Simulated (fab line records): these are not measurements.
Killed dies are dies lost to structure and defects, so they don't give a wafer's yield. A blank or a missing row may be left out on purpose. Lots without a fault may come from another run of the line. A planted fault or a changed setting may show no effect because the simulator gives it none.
Matching of chambers    flow n5-finfet    N5_HKMG_FIN_CVD_62 on thermal-cvd-si-02 has 3 sister chambers
The step deposits a-Si from Si2H6, target thk 3 nm, time 20.8 s. 6 wafers are shown with their chamber, then 12 later ones without.

== EACH WAFER AND ITS CHAMBER ==
wafer   chamber  heater-power-w (W)
L086.1  1        1434
L086.3  2        1507
L086.5  1        1438
L088.2  0        1158
L088.5  0        1172
L088.6  2        1490

== WAFERS WHOSE CHAMBER IS MISSING ==
wafer   heater-power-w (W)
L090.1  1171
L090.3  1444
L090.5  1170
L092.3  1166
L092.5  1173
L092.6  1426
L094.1  1523
L094.4  1521
L094.6  1158
L096.2  1435
L096.4  1127
L096.6  1526

== WHICH CHAMBER EACH ONE RAN IN ==
wafer   from the rows above  in truth
L090.1  0                    0
L090.3  1                    1
L090.5  0                    0
L092.3  0                    0
L092.5  0                    0
L092.6  1                    1
L094.1  2                    2
L094.4  2                    2
L094.6  0                    0
L096.2  1                    1
L096.4  0                    0
L096.6  2                    2
Placed correctly: 12 of 12. From these rows, 0 cannot be placed. Number placed wrongly: 0.
How it was worked out, from the rows above alone: a wafer's distance from a chamber is the root of the sum, over the readings, of the square of ((its reading less the chamber's mean) divided by the reading's scatter). If the next closest chamber is less than 2 further off than the closest, the wafer can't be placed; otherwise it belongs to the closest. Each chamber's mean is taken over the wafers shown for it. The scatter: the root of (the sum of the squares of (reading less its chamber's mean) over the shown wafers, divided by (wafers less chambers)).
